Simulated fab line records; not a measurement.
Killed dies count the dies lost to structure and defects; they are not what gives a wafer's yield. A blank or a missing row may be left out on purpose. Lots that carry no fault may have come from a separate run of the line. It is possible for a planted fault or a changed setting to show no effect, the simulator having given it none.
Problem report, 8D (eight disciplines) form, completed by code | flow n5Finfet | the parts of the form that need people (team, actions taken, sign-off) are left out

== 1. WHAT IS WRONG ==
rfFwdPowerW at N5_BEOL_M7_VIA_ETCH_34 reads a mean of 424.5 W on 2 wafers of 2 lots; wafers without a fault read 342.2 W with a standard deviation of 1.4. That puts it +59 standard deviations away from the usual mean.
The step: etches SiCOH lowk in C4F6/O2, target depth 125.5 nm, time 50.5 s.
First observed at day 12 20:52: wafer L826.5, on rieDiel-04. Wafers with a number at this step in the record: 18, from 6 lots. By rule, "out" or "out of limits" means more than 4 standard deviations away from the usual mean. The other wafers with a number count as sound.

== 2. WHAT THIS IS AND IS NOT ==
question                    | is                | is not
which readings at this step | rfFwdPowerW       | drypumpMotorCurrentA, oesProductAu, showerheadPlenumPTorr, throttleValvePct
which lots                  | L826, L828        | L813, L815, L818, L833
which wafers of those lots  | L826.5, L828.5    | L826.2, L826.3, L828.3, L828.6
read on which tools         | rieDiel-04        | rieDiel-02, rieDiel-05
when                        | from day 12 20:52 | up to then (8 sound wafers); but 8 sound wafers of L813, L828, L833 came after

== 3. THE SUSPECTS, EACH WITH WHAT RULES IT OUT ==
Counting: any tool at a process step up to the reading remains a suspect provided it ran every lot that is out. Sound lots after the first of them don't rule it out here, since some wafers of a struck lot are sound.
- rieDiel-04 at N5_BEOL_M7_DESCUM_33 (chemistry O2, time 7 s): kept. It ran every lot that is out, first L826 (day 12 20:41); its last sound lot up to then is L818 (day 10 15:01).
- rieDiel-04 at N5_BEOL_M7_ETCH_72 (etches underlayer in N2/H2, target depth 6.5 nm, time 5.2 s): kept. It ran every lot that is out, first L826 (day 12 20:44); its last sound lot up to then is L818 (day 10 15:04).
- rieDiel-04 at N5_BEOL_M7_ETCH_65 (etches SiARC in CF4, target depth 15.6 nm, time 26 s): kept. It ran every lot that is out, first L826 (day 12 20:45); its last sound lot up to then is L818 (day 10 15:05).
- rieDiel-04 at N5_BEOL_M7_ETCH_66 (etches SOC in N2/H2, target depth 80 nm, overetch 16 nm, time 120 s): kept. It ran every lot that is out, first L826 (day 12 20:46); its last sound lot up to then is L818 (day 10 15:06).
- rieDiel-04 at N5_BEOL_M7_VIA_ETCH_34 (etches SiCOH lowk in C4F6/O2, target depth 125.5 nm, time 50.5 s): kept. It ran every lot that is out, first L826 (day 12 20:52); its last sound lot up to then is L818 (day 10 15:12). On those wafers its own readings are out: rfFwdPowerW.
- At N5_BEOL_M7_DESCUM_33, inside rieDiel-04: chamber 2 took the wafers that are out, while their sound lot-mates went through chambers 0, 3.
- At N5_BEOL_M7_ETCH_72, inside rieDiel-04: chamber 2 took the wafers that are out, while their sound lot-mates went through chambers 0, 3.
- At N5_BEOL_M7_ETCH_65, inside rieDiel-04: chamber 2 took the wafers that are out, while their sound lot-mates went through chambers 0, 3.
- At N5_BEOL_M7_ETCH_66, inside rieDiel-04: chamber 2 took the wafers that are out, while their sound lot-mates went through chambers 0, 3.
- At N5_BEOL_M7_VIA_ETCH_34, inside rieDiel-04: chamber 2 took the wafers that are out, while their sound lot-mates went through chambers 0, 3.
Left after counting: rieDiel-04 at N5_BEOL_M7_DESCUM_33, rieDiel-04 at N5_BEOL_M7_ETCH_72, rieDiel-04 at N5_BEOL_M7_ETCH_65, rieDiel-04 at N5_BEOL_M7_ETCH_66, rieDiel-04 at N5_BEOL_M7_VIA_ETCH_34.

== 4. THE CAUSE (what the simulator had put in) ==
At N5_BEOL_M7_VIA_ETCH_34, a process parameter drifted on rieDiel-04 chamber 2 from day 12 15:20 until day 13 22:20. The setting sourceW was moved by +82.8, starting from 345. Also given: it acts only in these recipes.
5 suspects survive the count, and this tool is in that group.

== 5. SEQUENCE OF EFFECTS, ordered by route ==
Rows list readings where the struck wafers' mean (over those with a number) sits beyond 3 standard deviations from the usual. Scope: only readings with a usual standard deviation given in the record; hours: median across lots of the time from each lot's start at the first step in this table that gives one to its start at this step; sigmas: change in usual standard deviations.
hours | step                   | reading      | usual     | on struck wafers | change | sigmas
0     | N5_BEOL_M7_VIA_ETCH_34 | oes_f_703_au | 0.79 a.u. | 1.10             | +0.31  | +3.9
0     | N5_BEOL_M7_VIA_ETCH_34 | oes_o_777_au | 0.79 a.u. | 1.06             | +0.27  | +3.5
0     | N5_BEOL_M7_VIA_ETCH_34 | rfFwdPowerW  | 342.2 W   | 424.5            | +82.3  | +59
0     | N5_BEOL_M7_VIA_ETCH_34 | rfVppV       | 670 V     | 613              | -57    | -3.4
Here are the process steps it includes:
- N5_BEOL_M7_VIA_ETCH_34: etches SiCOH lowk in C4F6/O2, target depth 125.5 nm, time 50.5 s.

== 6. HOW IT WOULD HAVE BEEN CAUGHT EARLIER ==
First out-of-limits reading in this record: day 12 20:52, which is 6 hours after fault onset at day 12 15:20.
